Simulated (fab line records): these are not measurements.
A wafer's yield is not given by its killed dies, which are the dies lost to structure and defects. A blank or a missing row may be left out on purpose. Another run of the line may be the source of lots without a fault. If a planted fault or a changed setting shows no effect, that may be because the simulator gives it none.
Chamber matching + flow n5-finfet + cmp-02 running N5_BEOL_M10_CMP_52: 4 sister chambers
The step polishes, stops on SiCOH lowk, t overpolish 7 s, target thk 140 nm. 4 wafers are shown with their chamber, then 10 later ones without.

## EACH WAFER AND ITS CHAMBER
| wafer  | chamber | motor-current-A (A) |
|--------|---------|---------------------|
| L084.4 | 2       | 4.3                 |
| L084.6 | 1       | 5.5                 |
| L092.1 | 0       | 5.5                 |
| L092.2 | 3       | 6.6                 |

## WAFERS MISSING THEIR CHAMBER
| wafer  | motor-current-A (A) |
|--------|---------------------|
| L092.3 | 5.4                 |
| L094.2 | 5.5                 |
| L094.3 | 6.9                 |
| L094.4 | 4.5                 |
| L093.1 | 5.2                 |
| L093.2 | 5.6                 |
| L093.4 | 4.5                 |
| L097.2 | 5.2                 |
| L097.4 | 5.9                 |
| L097.6 | 5.5                 |

## WHICH CHAMBER EACH ONE RAN IN
| wafer  | from the rows above          | in truth |
|--------|------------------------------|----------|
| L092.3 | can't be placed: 0 or 1      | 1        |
| L094.2 | can't be placed: 0 or 1      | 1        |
| L094.3 | 3                            | 3        |
| L094.4 | 2                            | 2        |
| L093.1 | can't be placed: 0 or 1      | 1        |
| L093.2 | can't be placed: 0 or 1      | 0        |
| L093.4 | 2                            | 2        |
| L097.2 | can't be placed: 0 or 1      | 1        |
| L097.4 | can't be placed: 0 or 1 or 3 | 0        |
| L097.6 | can't be placed: 0 or 1      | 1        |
Correctly placed: 3 of 10. Unplaceable from these rows: 7, with the true chamber sitting among the candidates in 7. Placed wrongly: 0.
How it was worked out, from the rows above alone: a wafer's distance from a chamber is the root of the sum, over the readings, of the square of ((its reading less the chamber's mean) divided by the reading's scatter). The wafer belongs to the nearest chamber; if the next one is less than 2 further off, it can't be placed. A chamber's mean is the mean of its shown wafers. The scatter (one wafer shown for each chamber): square how far every hidden wafer sits from the nearest shown wafer, average those squares and take the square root.
